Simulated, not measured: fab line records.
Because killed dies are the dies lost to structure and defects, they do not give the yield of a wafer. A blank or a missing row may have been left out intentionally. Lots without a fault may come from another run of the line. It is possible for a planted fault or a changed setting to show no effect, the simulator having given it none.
fab line records ; flow nand_harc
[record] lots = 24; wafers = 72; last_day = 25
route steps=1159 shown A_CONTACT@873
lots that met no fault: from a run of the same line without faults
start_h: the number of hours between the record's first day and the start of the first shown wafer of the lot ; wait_h: hours since the lot's step before ; " identical to the entry in the row above ; L1.1+2: several wafers, shown together as one row ; - no value present, or no start provided ; * or withheld: withheld ; < > ~ a bound
route shown NAME@n: names a module that has steps shown in the file, with the first one's number in the route ; usual: mean and standard deviation over wafers with no fault ; same: alike in all rows ; chamber/n: place in a boat ; sites: each site's reading ; _std_site: standard deviation of those values ; _edge_site: inner sites' mean taken away from outer sites' mean ; radius_mm: for every site, how far away it sits from the centre of the wafer ; mask NAME#n: copy n ; behind: tool/chamber where the wafer was last shaped ; hold: why the lot went on hold/how many hours it stayed there/how the hold came to an end ; device: which transistor (n, p or np) failed to switch ; end of line: the route-end tests of the same wafers ; a step with no rows: only its recipe ; killed: dies that structure and defects cost at the first sort, which is not the same as the wafer's yield ; map: a wafer's dies, x killed, . not, _ none there
set.NAME: the setting the step ran with; set.NAME@STEP: the setting that earlier step ran with ; model.NAME: the simulator's own value behind a step, which no gauge read
a sample of lots followed through the steps of the route, with each step as a table and each wafer as a row
services: the hour from which a tool's chamber was out of use, counted from the record's first day as start_h (under 0 if before that day), plus the number of hours and why
[[steps]]
[step NHARC_A_CONTACT_ETCH_122]
[recipe] source_w = withheld; pressure_mtorr = 20; bias_v = 3000; time_s = 95; target_depth_a = 9300; ar_flow_sccm = withheld; c4f8_flow_sccm = withheld; o2_flow_sccm = withheld; chemistry = C4F8/O2/Ar
lot.wafer;tool;chamber;start_h;wait_h;rf_hours_counter_h
L075.2;har_cap_etch-03;0;367.98;0.1;88
L075.3;har_cap_etch-03;1;367.98;0.1;-
L075.6;har_cap_etch-03;0;367.98;0.1;-
L074.1;har_cap_etch-02;0;369.09;0.1;9
L074.3;har_cap_etch-02;0;369.09;0.1;-
L074.6;har_cap_etch-02;0;369.09;0.1;-
L077.1;har_cap_etch-02;1;374.06;0.1;10
L077.6;har_cap_etch-02;0;374.06;0.1;-
L077.5;har_cap_etch-02;1;374.06;0.1;-
L076.1;har_cap_etch-01;1;374.55;0.1;47
L076.4;har_cap_etch-01;0;374.55;0.1;-
L076.5;har_cap_etch-01;0;374.55;0.1;-
L079.1;har_cap_etch-01;1;390.79;0.1;52
L079.4;har_cap_etch-01;1;390.79;0.1;-
L079.6;har_cap_etch-01;1;390.79;0.1;-
L078.1;har_cap_etch-03;0;391.25;0.1;94
L078.4;har_cap_etch-03;1;391.25;0.1;-
L078.6;har_cap_etch-03;1;391.25;0.1;-
L081.1;har_cap_etch-01;1;415.33;0.1;54
L081.4;har_cap_etch-01;0;415.33;0.1;-
L081.3;har_cap_etch-01;1;415.33;0.1;-
L080.2;har_cap_etch-03;0;416.78;0.1;96
L080.4;har_cap_etch-03;1;416.78;0.1;-
L080.6;har_cap_etch-03;1;416.78;0.1;-
L085.3;har_cap_etch-03;1;429.98;0.1;-
L085.4;har_cap_etch-03;0;429.98;0.1;-
L085.5;har_cap_etch-03;0;429.98;0.1;-
L084.3;har_cap_etch-03;0;436.28;0.1;-
L084.5;har_cap_etch-03;0;436.28;0.1;-
L084.6;har_cap_etch-03;1;436.28;0.1;-
L082.2;har_cap_etch-02;0;436.77;0.1;19
L082.1;har_cap_etch-02;1;436.77;0.1;19
L082.4;har_cap_etch-02;1;436.77;0.1;-
L083.1;har_cap_etch-03;1;442.18;0.1;100
L083.3;har_cap_etch-03;0;442.18;0.1;-
L083.6;har_cap_etch-03;0;442.18;0.1;-
L087.1;har_cap_etch-02;1;449.29;0.1;21
L087.2;har_cap_etch-02;0;449.29;0.1;21
L087.6;har_cap_etch-02;0;449.29;0.1;-
L086.1;har_cap_etch-02;1;454.63;0.1;23
L086.4;har_cap_etch-02;1;454.63;0.1;-
L086.6;har_cap_etch-02;1;454.63;0.1;-
L089.1;har_cap_etch-03;1;455.79;0.1;102
L089.2;har_cap_etch-03;0;455.79;0.1;102
L089.5;har_cap_etch-03;0;455.79;0.1;-
L088.1;har_cap_etch-02;0;457.67;0.1;24
L088.3;har_cap_etch-02;1;457.67;0.1;-
L088.5;har_cap_etch-02;1;457.67;0.1;-
L090.2;har_cap_etch-03;1;465.15;0.1;105
L090.1;har_cap_etch-03;0;465.15;0.1;105
L090.4;har_cap_etch-03;1;465.15;0.1;-
L092.1;har_cap_etch-02;1;467.66;0.1;27
L092.5;har_cap_etch-02;1;467.66;0.1;-
L092.6;har_cap_etch-02;0;467.66;0.1;-
L091.1;har_cap_etch-03;1;469.42;0.1;106
L091.3;har_cap_etch-03;0;469.42;0.1;-
L091.4;har_cap_etch-03;1;469.42;0.1;-
L094.3;har_cap_etch-03;0;480.20;0.1;-
L094.4;har_cap_etch-03;1;480.20;0.1;-
L094.6;har_cap_etch-03;0;480.20;0.1;-
L093.1;har_cap_etch-03;0;485.58;0.1;110
L093.2;har_cap_etch-03;1;485.58;0.1;110
L093.3;har_cap_etch-03;1;485.58;0.1;-
L096.2;har_cap_etch-02;1;499.50;0.1;32
L096.4;har_cap_etch-02;1;499.50;0.1;-
L096.5;har_cap_etch-02;0;499.50;0.1;-
L095.2;har_cap_etch-03;0;501.60;0.1;112
L095.1;har_cap_etch-03;1;501.60;0.1;112
L095.6;har_cap_etch-03;1;501.60;0.1;-
L097.1;har_cap_etch-01;1;512.29;0.1;73
L097.3;har_cap_etch-01;1;512.29;0.1;-
L097.6;har_cap_etch-01;1;512.29;0.1;-
[step NHARC_A_CONTACT_DEP_57]
[recipe] target_thk_a = 28000; temp_c = 400; material = aC
[usual] throttle_valve_pct = 34.999/0.0086
lot.wafer;tool;chamber;start_h;wait_h;throttle_valve_pct
L074.1;acl_dep-03;0;373.27;-;35.027
L074.3;acl_dep-03;0;373.27;-;35.014
L074.6;acl_dep-03;0;373.27;-;34.992
L075.2;acl_dep-01;0;373.34;-;35.001
L075.3;acl_dep-01;0;373.34;-;34.998
L075.6;acl_dep-01;0;373.34;-;34.994
L077.1;acl_dep-01;0;376.59;-;35.004
L077.5;acl_dep-01;0;377.72;-;34.988
L077.6;acl_dep-01;0;377.72;-;34.995
L076.1;acl_dep-03;0;376.86;-;35.002
L076.4;acl_dep-03;0;376.86;-;35.006
L076.5;acl_dep-03;0;376.86;-;34.995
L079.1;acl_dep-01;0;392.66;-;35.013
L079.4;acl_dep-01;0;392.66;-;34.996
L079.6;acl_dep-01;0;392.66;-;35.004
L078.1;acl_dep-01;0;394.39;-;35.001
L078.4;acl_dep-01;0;394.39;-;34.997
L078.6;acl_dep-01;0;394.39;-;35.007
L081.1;acl_dep-02;0;418.63;-;34.998
L081.3;acl_dep-02;0;418.63;-;34.996
L081.4;acl_dep-02;0;418.63;-;35.010
L080.2;acl_dep-03;0;418.98;-;34.991
L080.4;acl_dep-03;0;418.98;-;35.007
L080.6;acl_dep-03;0;418.98;-;35.010
L085.3;acl_dep-03;0;435.22;-;34.986
L085.4;acl_dep-03;0;435.22;-;34.990
L085.5;acl_dep-03;0;435.22;-;35.005
L082.1;acl_dep-01;0;438.75;-;34.992
L082.2;acl_dep-01;0;438.75;-;34.991
L082.4;acl_dep-01;0;438.75;-;35.005
L084.3;acl_dep-03;0;438.96;-;35.001
L084.5;acl_dep-03;0;438.96;-;34.996
L084.6;acl_dep-03;0;438.96;-;35.010
L083.1;acl_dep-01;0;447.53;-;35.011
L083.3;acl_dep-01;0;447.53;-;34.990
L083.6;acl_dep-01;0;447.53;-;35.002
L087.1;acl_dep-02;0;451.60;-;34.995
L087.2;acl_dep-02;0;451.60;-;34.989
L087.6;acl_dep-02;0;453.04;-;34.993
L086.1;acl_dep-02;0;456.55;-;34.992
L086.4;acl_dep-02;0;456.55;-;35.010
L086.6;acl_dep-02;0;456.55;-;34.990
L089.1;acl_dep-01;0;457.98;-;35.016
L089.2;acl_dep-01;0;457.98;-;35.020
L089.5;acl_dep-01;0;457.98;-;35.000
L088.1;acl_dep-01;0;459.73;-;35.020
L088.3;acl_dep-01;0;459.73;-;34.997
L088.5;acl_dep-01;0;459.73;-;34.989
L090.1;acl_dep-01;0;468.62;-;35.009
L090.2;acl_dep-01;0;468.62;-;35.003
L090.4;acl_dep-01;0;468.62;-;34.990
L092.1;acl_dep-01;0;470.39;-;35.000
L092.5;acl_dep-01;0;471.52;-;35.019
L092.6;acl_dep-01;0;471.52;-;35.001
L091.1;acl_dep-01;0;472.09;-;35.006
L091.3;acl_dep-01;0;472.09;-;34.977
L091.4;acl_dep-01;0;472.09;-;35.004
L094.3;acl_dep-02;0;482.75;-;35.005
L094.4;acl_dep-02;0;482.75;-;35.008
L094.6;acl_dep-02;0;482.75;-;35.003
L093.1;acl_dep-02;0;488.18;-;34.996
L093.2;acl_dep-02;0;488.18;-;35.000
L093.3;acl_dep-02;0;488.18;-;34.986
L096.2;acl_dep-03;0;502.32;-;35.000
L096.4;acl_dep-03;0;502.32;-;35.002
L096.5;acl_dep-03;0;502.32;-;34.996
L095.1;acl_dep-01;0;503.46;-;34.995
L095.2;acl_dep-01;0;503.46;-;35.010
L095.6;acl_dep-01;0;504.90;-;35.003
L097.1;acl_dep-03;0;516.81;-;34.997
L097.3;acl_dep-03;0;516.81;-;34.990
L097.6;acl_dep-03;0;516.81;-;34.993
[step NHARC_A_CONTACT_CD_MEAS_69]
[recipe] target_cd_nm = 200; landing_energy_ev = 500
[usual] cd_nm = 199.9/0.55
lot.wafer;tool;chamber;start_h;wait_h;cd_nm
L075.2;cd_sem-03;0;375.51;-;199.3
L075.3;cd_sem-03;0;375.51;-;199.6
L075.6;cd_sem-03;0;375.51;-;199.8
L074.1;cd_sem-01;0;375.74;-;200.0
L074.3;cd_sem-01;0;375.74;-;199.9
L074.6;cd_sem-01;0;375.74;-;199.2
L077.1;cd_sem-02;0;379.21;-;199.5
L077.5;cd_sem-02;0;379.21;-;199.4
L077.6;cd_sem-02;0;379.21;-;199.5
L076.1;cd_sem-01;0;379.52;-;200.9
L076.4;cd_sem-01;0;379.52;-;200.7
L076.5;cd_sem-01;0;379.52;-;200.6
L079.1;cd_sem-03;0;395.00;-;200.4
L079.4;cd_sem-03;0;395.00;-;200.2
L079.6;cd_sem-03;0;395.00;-;200.5
L078.1;cd_sem-01;0;396.73;-;200.4
L078.4;cd_sem-01;0;396.73;-;200.7
L078.6;cd_sem-01;0;396.73;-;200.3
L081.1;cd_sem-01;0;420.97;-;199.8
L081.3;cd_sem-01;0;420.97;-;199.5
L081.4;cd_sem-01;0;420.97;-;200.3
L080.2;cd_sem-03;0;421.39;-;200.6
L080.4;cd_sem-03;0;421.39;-;200.4
L080.6;cd_sem-03;0;421.39;-;200.7
L085.3;cd_sem-02;0;437.16;-;199.7
L085.4;cd_sem-02;0;437.16;-;199.4
L085.5;cd_sem-02;0;437.16;-;199.8
L084.3;cd_sem-02;0;440.85;-;199.7
L084.5;cd_sem-02;0;440.85;-;199.8
L084.6;cd_sem-02;0;440.85;-;199.2
L082.1;cd_sem-01;0;441.25;-;199.0
L082.2;cd_sem-01;0;441.25;-;199.5
L082.4;cd_sem-01;0;441.25;-;198.6
L083.1;cd_sem-03;0;450.00;-;200.6
L083.3;cd_sem-03;0;450.00;-;200.0
L083.6;cd_sem-03;0;450.00;-;199.0
L087.1;cd_sem-02;0;454.07;-;200.0
L087.2;cd_sem-02;0;454.07;-;200.4
L087.6;cd_sem-02;0;454.07;-;200.5
L086.1;cd_sem-03;0;459.03;-;200.2
L086.4;cd_sem-03;0;459.03;-;199.9
L086.6;cd_sem-03;0;459.03;-;200.7
L089.1;cd_sem-02;0;460.34;-;199.7
L089.2;cd_sem-02;0;460.34;-;200.4
L089.5;cd_sem-02;0;460.34;-;200.5
L088.1;cd_sem-02;0;462.16;-;200.4
L088.3;cd_sem-02;0;462.16;-;200.2
L088.5;cd_sem-02;0;462.16;-;199.8
L090.1;cd_sem-03;0;471.10;-;199.9
L090.2;cd_sem-03;0;471.10;-;200.5
L090.4;cd_sem-03;0;471.10;-;199.4
L092.1;cd_sem-03;0;472.84;-;201.0
L092.5;cd_sem-03;0;472.84;-;200.2
L092.6;cd_sem-03;0;472.84;-;199.9
L091.1;cd_sem-03;0;474.76;-;200.6
L091.3;cd_sem-03;0;474.76;-;201.0
L091.4;cd_sem-03;0;474.76;-;200.0
L094.3;cd_sem-02;0;485.37;-;199.0
L094.4;cd_sem-02;0;485.37;-;199.3
L094.6;cd_sem-02;0;485.37;-;199.9
L093.1;cd_sem-02;0;490.64;-;199.2
L093.2;cd_sem-02;0;490.64;-;199.6
L093.3;cd_sem-02;0;490.64;-;199.5
L096.2;cd_sem-03;0;504.52;-;199.9
L096.4;cd_sem-03;0;504.52;-;199.5
L096.5;cd_sem-03;0;504.52;-;199.6
L095.1;cd_sem-03;0;505.93;-;199.9
L095.2;cd_sem-03;0;505.93;-;199.8
L095.6;cd_sem-03;0;505.93;-;200.0
L097.1;cd_sem-02;0;519.15;-;199.4
L097.3;cd_sem-02;0;519.15;-;199.8
L097.6;cd_sem-02;0;519.15;-;200.0
[step NHARC_A_CONTACT_ETCH_77]
[recipe] target_depth_a = 726; time_s = 36.3; cf4_flow_sccm = 100; chf3_flow_sccm = 30; ar_flow_sccm = 0; rf_w = 500; bias_w = 200; chemistry = CF4/CHF3
[usual] drypump_motor_current_A = 5.7/0.43; mfc_ar_sccm = 0.003/0.007; oes_product_au = 0.940/0.021; rf_vpp_V = 370.8/2.8; showerhead_plenum_p_Torr = 1.58/0.077; throttle_valve_pct = 16.802/0.0087
lot.wafer;tool;chamber;start_h;wait_h;drypump_motor_current_A;mfc_ar_sccm;oes_product_au;rf_hours_counter_h;rf_vpp_V;showerhead_plenum_p_Torr;throttle_valve_pct
L075.2;rie_diel-04;3;-;-;5.1;0;0.936;16;369.3;1.50;16.807
L075.3;rie_diel-04;0;-;-;5.8;0.002;0.938;16;371.3;1.60;16.796
L075.6;rie_diel-04;1;-;-;5.5;0.004;0.926;-;373.6;1.67;16.808
L074.3;rie_diel-13;1;-;-;5.3;0;0.963;37;367.6;1.49;16.797
L074.1;rie_diel-13;2;-;-;6.5;0.011;0.952;39;373.2;1.69;16.783
L074.6;rie_diel-13;0;-;-;5.6;0;0.975;-;373.0;1.59;16.795
L077.1;rie_diel-13;2;-;-;6.5;0.011;0.923;40;375.2;1.69;16.792
L077.6;rie_diel-13;0;-;-;5.7;0;0.929;-;371.2;1.59;16.817
L077.5;rie_diel-13;1;-;-;5.3;0;0.929;-;366.4;1.49;16.808
L076.1;rie_diel-04;1;-;-;5.4;0.004;0.934;17;373.4;1.67;16.803
L076.4;rie_diel-04;2;-;-;5.8;0;0.927;18;369.6;1.55;16.811
L076.5;rie_diel-04;0;-;-;5.8;0.002;0.946;-;371.8;1.60;16.808
L079.4;rie_diel-04;0;-;-;5.9;0.002;0.939;19;371.3;1.60;16.801
L079.1;rie_diel-04;1;-;-;5.5;0.004;0.915;19;374.6;1.67;16.807
L079.6;rie_diel-04;1;-;-;5.4;0.004;0.926;-;374.3;1.67;16.792
L078.1;rie_diel-06;3;-;-;6.2;0.033;0.937;47;366.9;1.46;16.800
L078.4;rie_diel-06;0;-;-;5.9;0;0.916;57;371.5;1.60;16.812
L078.6;rie_diel-06;0;-;-;5.9;0;0.923;-;371.1;1.60;16.803
L081.4;rie_diel-04;3;-;-;5.1;0;0.922;23;367.4;1.50;16.796
L081.1;rie_diel-04;0;-;-;5.8;0.002;0.928;22;372.0;1.60;16.799
L081.3;rie_diel-04;1;-;-;5.4;0.004;0.925;23;374.2;1.67;16.797
L080.2;rie_diel-04;3;-;-;5.1;0;0.908;23;367.2;1.50;16.801
L080.4;rie_diel-04;2;-;-;5.8;0;0.932;24;369.2;1.55;16.791
L080.6;rie_diel-04;3;-;-;5.1;0;0.915;-;368.1;1.50;16.801
L085.3;rie_diel-06;2;-;-;6.5;0.002;0.920;4;371.2;1.59;16.799
L085.4;rie_diel-06;0;-;-;5.9;0;0.928;5;371.3;1.59;16.813
L085.5;rie_diel-06;3;-;-;6.3;0.033;0.925;-;376.3;1.70;16.808
L084.3;rie_diel-13;3;-;-;5.4;0;0.920;62;366.2;1.45;16.807
L084.5;rie_diel-13;2;-;-;6.6;0.011;0.933;-;374.6;1.68;16.797
L084.6;rie_diel-13;3;-;-;5.4;0;0.924;-;365.2;1.45;16.799
L082.2;rie_diel-04;3;-;-;5.1;0;0.975;27;367.7;1.50;16.807
L082.4;rie_diel-04;0;-;-;5.8;0.002;1.000;27;370.7;1.60;16.813
L082.1;rie_diel-04;1;-;-;5.4;0.004;0.954;27;373.7;1.67;16.787
L083.1;rie_diel-13;3;-;-;5.5;0;0.937;65;366.6;1.45;16.795
L083.3;rie_diel-13;0;-;-;5.6;0;0.956;62;371.4;1.58;16.795
L083.6;rie_diel-13;0;-;-;5.7;0;0.944;-;372.0;1.58;16.800
L087.2;rie_diel-04;3;-;-;5.1;0;0.959;29;367.3;1.50;16.803
L087.1;rie_diel-04;0;-;-;5.9;0.002;0.978;28;372.0;1.60;16.799
L087.6;rie_diel-04;0;-;-;5.9;0.002;0.975;-;370.7;1.60;16.790
L086.4;rie_diel-04;3;-;-;5.1;0;0.911;30;368.3;1.50;16.807
L086.1;rie_diel-04;0;-;-;5.8;0.002;0.940;30;372.1;1.60;16.800
L086.6;rie_diel-04;3;-;-;5.1;0;0.918;-;367.1;1.49;16.802
L089.2;rie_diel-06;2;-;-;6.4;0.002;0.961;12;370.5;1.59;16.799
L089.1;rie_diel-06;3;-;-;6.2;0.033;0.926;15;374.6;1.70;16.812
L089.5;rie_diel-06;2;-;-;6.4;0.002;0.955;-;369.6;1.59;16.790
L088.1;rie_diel-04;1;-;-;5.4;0.004;0.922;31;373.8;1.67;16.800
L088.3;rie_diel-04;0;-;-;5.9;0.002;0.922;31;370.8;1.60;16.817
L088.5;rie_diel-04;1;-;-;5.5;0.004;0.929;-;374.3;1.67;16.817
L090.2;rie_diel-13;0;-;-;5.6;0;0.973;3;371.4;1.58;16.797
L090.4;rie_diel-13;1;-;-;5.3;0;0.972;3;367.7;1.48;16.791
L090.1;rie_diel-13;2;-;-;6.5;0.011;0.983;4;374.0;1.68;16.794
L092.1;rie_diel-13;3;-;-;5.4;0;0.923;5;375.5;1.70;16.812
L092.5;rie_diel-13;3;-;-;5.4;0;0.934;-;374.2;1.70;16.812
L092.6;rie_diel-13;0;-;-;5.6;0;0.944;-;370.8;1.58;16.792
L091.1;rie_diel-13;2;-;-;6.6;0.011;0.933;5;374.2;1.68;16.798
L091.4;rie_diel-13;3;-;-;5.4;0;0.924;5;373.9;1.70;16.810
L091.3;rie_diel-13;0;-;-;5.6;0;0.927;5;371.2;1.58;16.798
L094.4;rie_diel-04;2;-;-;5.8;0;0.926;2;370.3;1.55;16.793
L094.3;rie_diel-04;0;-;-;5.8;0.002;0.918;2;370.1;1.60;16.818
L094.6;rie_diel-04;2;-;-;5.8;0;0.924;-;370.6;1.55;16.810
L093.2;rie_diel-13;3;-;-;5.4;0;0.947;10;375.9;1.70;16.812
L093.3;rie_diel-13;0;-;-;5.6;0;0.971;11;370.5;1.58;16.794
L093.1;rie_diel-13;1;-;-;5.3;0;0.981;10;368.1;1.48;16.795
L096.4;rie_diel-04;1;-;-;5.4;0.004;0.983;5;373.3;1.66;16.815
L096.2;rie_diel-04;0;-;-;5.9;0.002;0.957;4;372.7;1.60;16.807
L096.5;rie_diel-04;1;-;-;5.4;0.004;0.973;-;373.0;1.66;16.788
L095.2;rie_diel-13;1;-;-;5.3;0;0.961;19;367.1;1.48;16.805
L095.1;rie_diel-13;3;-;-;5.4;0;0.933;19;374.3;1.69;16.806
L095.6;rie_diel-13;2;-;-;6.5;0.011;0.955;-;373.4;1.68;16.796
L097.1;rie_diel-04;0;-;-;5.8;0.002;0.928;7;372.6;1.60;16.813
L097.3;rie_diel-04;1;-;-;5.4;0.004;0.929;8;373.3;1.66;16.796
L097.6;rie_diel-04;3;-;-;5.1;0;0.925;-;368.5;1.49;16.796
[step NHARC_A_CONTACT_ETCH_124]
[recipe] source_w = withheld; pressure_mtorr = 20; bias_v = withheld; time_s = 140; target_depth_a = 7000; ar_flow_sccm = withheld; c4f8_flow_sccm = withheld; o2_flow_sccm = withheld; chemistry = C4F8/O2/Ar
lot.wafer;tool;chamber;start_h;wait_h;rf_hours_counter_h
L075.2;har_cap_etch-02;0;376.84;-;10
L075.3;har_cap_etch-02;0;376.84;-;-
L075.6;har_cap_etch-02;1;376.84;-;-
L074.1;har_cap_etch-01;1;377.06;-;48
L074.3;har_cap_etch-01;1;377.06;-;-
L074.6;har_cap_etch-01;1;377.06;-;-
L077.1;har_cap_etch-01;0;380.77;-;49
L077.5;har_cap_etch-01;0;380.77;-;-
L077.6;har_cap_etch-01;1;380.77;-;-
L076.1;har_cap_etch-03;1;381.06;-;91
L076.4;har_cap_etch-03;1;381.06;-;-
L076.5;har_cap_etch-03;0;381.06;-;-
L079.1;har_cap_etch-02;0;396.68;-;14
L079.4;har_cap_etch-02;1;396.68;-;-
L079.6;har_cap_etch-02;0;396.68;-;-
L078.1;har_cap_etch-01;0;398.07;-;52
L078.4;har_cap_etch-01;1;398.07;-;-
L078.6;har_cap_etch-01;1;398.07;-;-
L081.1;har_cap_etch-02;0;422.52;-;16
L081.4;har_cap_etch-02;1;422.52;-;-
L081.3;har_cap_etch-02;0;422.52;-;-
L080.2;har_cap_etch-01;0;422.91;-;55
L080.4;har_cap_etch-01;1;422.91;-;-
L080.6;har_cap_etch-01;1;422.91;-;-
L085.4;har_cap_etch-01;1;438.58;-;-
L085.3;har_cap_etch-01;0;438.58;-;-
L085.5;har_cap_etch-01;1;438.58;-;-
L084.3;har_cap_etch-02;1;442.46;-;-
L084.6;har_cap_etch-02;1;442.46;-;-
L084.5;har_cap_etch-02;0;442.46;-;-
L082.2;har_cap_etch-01;1;442.59;-;58
L082.1;har_cap_etch-01;0;442.59;-;58
L082.4;har_cap_etch-01;0;442.59;-;-
L083.1;har_cap_etch-01;1;451.76;-;59
L083.3;har_cap_etch-01;1;451.76;-;-
L083.6;har_cap_etch-01;0;451.76;-;-
L087.2;har_cap_etch-01;0;455.37;-;61
L087.1;har_cap_etch-01;1;455.37;-;61
L087.6;har_cap_etch-01;0;455.37;-;-
L086.1;har_cap_etch-01;0;460.35;-;62
L086.4;har_cap_etch-01;1;460.35;-;-
L086.6;har_cap_etch-01;1;460.35;-;-
L089.1;har_cap_etch-02;0;461.75;-;25
L089.2;har_cap_etch-02;1;461.75;-;25
L089.5;har_cap_etch-02;0;461.75;-;-
L088.1;har_cap_etch-01;0;463.51;-;63
L088.3;har_cap_etch-01;0;463.51;-;-
L088.5;har_cap_etch-01;0;463.51;-;-
L090.2;har_cap_etch-03;0;472.41;-;106
L090.1;har_cap_etch-03;1;472.41;-;106
L090.4;har_cap_etch-03;1;472.41;-;-
L092.1;har_cap_etch-01;0;474.70;-;66
L092.6;har_cap_etch-01;1;474.70;-;-
L092.5;har_cap_etch-01;0;474.70;-;-
L091.1;har_cap_etch-02;1;476.24;-;28
L091.3;har_cap_etch-02;1;476.24;-;-
L091.4;har_cap_etch-02;0;476.24;-;-
L094.3;har_cap_etch-02;1;486.74;-;-
L094.4;har_cap_etch-02;0;486.74;-;-
L094.6;har_cap_etch-02;1;486.74;-;-
L093.2;har_cap_etch-01;1;491.96;-;69
L093.1;har_cap_etch-01;0;491.96;-;69
L093.3;har_cap_etch-01;1;491.96;-;-
L096.2;har_cap_etch-01;1;505.84;-;71
L096.4;har_cap_etch-01;0;505.84;-;-
L096.5;har_cap_etch-01;0;505.84;-;-
L095.1;har_cap_etch-02;0;507.33;-;33
L095.2;har_cap_etch-02;1;507.33;-;33
L095.6;har_cap_etch-02;0;507.33;-;-
L097.1;har_cap_etch-01;1;520.49;-;74
L097.3;har_cap_etch-01;1;520.49;-;-
L097.6;har_cap_etch-01;0;520.49;-;-
[step NHARC_A_CONTACT_ETCH_131]
[recipe] source_w = withheld; pressure_mtorr = 20; bias_v = 1200; time_s = 155; target_depth_a = 9560; ar_flow_sccm = withheld; c4f8_flow_sccm = withheld; o2_flow_sccm = withheld; chemistry = C4F8/O2/Ar
lot.wafer;tool;chamber;start_h;wait_h;rf_hours_counter_h
L075.2;har_cap_etch-02;0;377.88;0.1;11
L075.3;har_cap_etch-02;0;377.88;0.1;-
L075.6;har_cap_etch-02;1;377.88;0.1;-
L074.1;har_cap_etch-01;1;378.11;0.1;48
L074.3;har_cap_etch-01;1;378.11;0.1;-
L074.6;har_cap_etch-01;1;378.11;0.1;-
L077.1;har_cap_etch-01;0;381.82;0.1;50
L077.5;har_cap_etch-01;0;381.82;0.1;-
L077.6;har_cap_etch-01;1;381.82;0.1;-
L076.1;har_cap_etch-03;1;382.10;0.1;92
L076.4;har_cap_etch-03;1;382.10;0.1;-
L076.5;har_cap_etch-03;0;382.10;0.1;-
L079.1;har_cap_etch-02;0;397.73;0.1;15
L079.4;har_cap_etch-02;1;397.73;0.1;-
L079.6;har_cap_etch-02;0;397.73;0.1;-
L078.1;har_cap_etch-01;0;399.11;0.1;53
L078.4;har_cap_etch-01;1;399.11;0.1;-
L078.6;har_cap_etch-01;1;399.11;0.1;-
L081.1;har_cap_etch-02;0;423.56;0.1;17
L081.4;har_cap_etch-02;1;423.56;0.1;-
L081.3;har_cap_etch-02;0;423.56;0.1;-
L080.2;har_cap_etch-01;0;423.95;0.1;56
L080.4;har_cap_etch-01;1;423.95;0.1;-
L080.6;har_cap_etch-01;1;423.95;0.1;-
L085.4;har_cap_etch-01;1;439.61;0.1;-
L085.3;har_cap_etch-01;0;439.61;0.1;-
L085.5;har_cap_etch-01;1;439.61;0.1;-
L084.3;har_cap_etch-02;1;443.49;0.1;-
L084.6;har_cap_etch-02;1;443.49;0.1;-
L084.5;har_cap_etch-02;0;443.49;0.1;-
L082.2;har_cap_etch-01;1;443.64;0.1;59
L082.1;har_cap_etch-01;0;443.64;0.1;59
L082.4;har_cap_etch-01;0;443.64;0.1;-
L083.1;har_cap_etch-01;1;452.82;0.1;60
L083.3;har_cap_etch-01;1;452.82;0.1;-
L083.6;har_cap_etch-01;0;452.82;0.1;-
L087.2;har_cap_etch-01;0;456.42;0.1;62
L087.1;har_cap_etch-01;1;456.42;0.1;62
L087.6;har_cap_etch-01;0;456.42;0.1;-
L086.1;har_cap_etch-01;0;461.40;0.1;63
L086.4;har_cap_etch-01;1;461.40;0.1;-
L086.6;har_cap_etch-01;1;461.40;0.1;-
L089.1;har_cap_etch-02;0;462.79;0.1;26
L089.2;har_cap_etch-02;1;462.79;0.1;26
L089.5;har_cap_etch-02;0;462.79;0.1;-
L088.1;har_cap_etch-01;0;464.54;0.1;64
L088.3;har_cap_etch-01;0;464.54;0.1;-
L088.5;har_cap_etch-01;0;464.54;0.1;-
L090.2;har_cap_etch-03;0;473.82;0.2;107
L090.1;har_cap_etch-03;1;473.82;0.2;107
L090.4;har_cap_etch-03;1;473.82;0.2;-
L092.1;har_cap_etch-01;0;475.73;0.1;67
L092.6;har_cap_etch-01;1;475.73;0.1;-
L092.5;har_cap_etch-01;0;475.73;0.1;-
L091.1;har_cap_etch-02;1;477.29;0.1;29
L091.3;har_cap_etch-02;1;477.29;0.1;-
L091.4;har_cap_etch-02;0;477.29;0.1;-
L094.3;har_cap_etch-02;1;487.77;0.1;-
L094.4;har_cap_etch-02;0;487.77;0.1;-
L094.6;har_cap_etch-02;1;487.77;0.1;-
L093.2;har_cap_etch-01;1;493.01;0.1;70
L093.1;har_cap_etch-01;0;493.01;0.1;70
L093.3;har_cap_etch-01;1;493.01;0.1;-
L096.2;har_cap_etch-01;1;506.88;0.1;72
L096.4;har_cap_etch-01;0;506.88;0.1;-
L096.5;har_cap_etch-01;0;506.88;0.1;-
L095.1;har_cap_etch-02;0;508.61;0.2;33
L095.2;har_cap_etch-02;1;508.61;0.2;33
L095.6;har_cap_etch-02;0;508.61;0.2;-
L097.1;har_cap_etch-01;1;521.53;0.1;75
L097.3;har_cap_etch-01;1;521.53;0.1;-
L097.6;har_cap_etch-01;0;521.53;0.1;-
[[services]]
tool;chamber;start_h;hours;kind
rie_diel-04;0;347.04;-;clean
rie_diel-04;1;347.04;-;clean
rie_diel-04;2;347.04;-;clean
rie_diel-04;3;347.04;-;clean
acl_dep-02;-;350.55;13.0;pm
rie_diel-06;3;359.28;27.0;repair
rie_diel-04;0;371.54;-;clean
rie_diel-04;1;371.54;-;clean
rie_diel-04;2;371.54;-;clean
rie_diel-04;3;371.54;-;clean
rie_diel-04;0;396.08;-;clean
rie_diel-04;1;396.08;-;clean
rie_diel-04;2;396.08;-;clean
rie_diel-04;3;396.08;-;clean
rie_diel-04;3;397.47;2.3;repair
acl_dep-03;-;405.69;13.0;pm
rie_diel-06;-;418.27;9.0;pm
rie_diel-04;0;420.66;-;clean
rie_diel-04;1;420.66;-;clean
rie_diel-04;2;420.66;-;clean
rie_diel-13;2;445.58;10.8;repair
rie_diel-13;-;453.25;9.0;pm
rie_diel-04;-;466.30;9.0;pm
acl_dep-01;-;476.84;13.0;pm
[[key]]
fault none
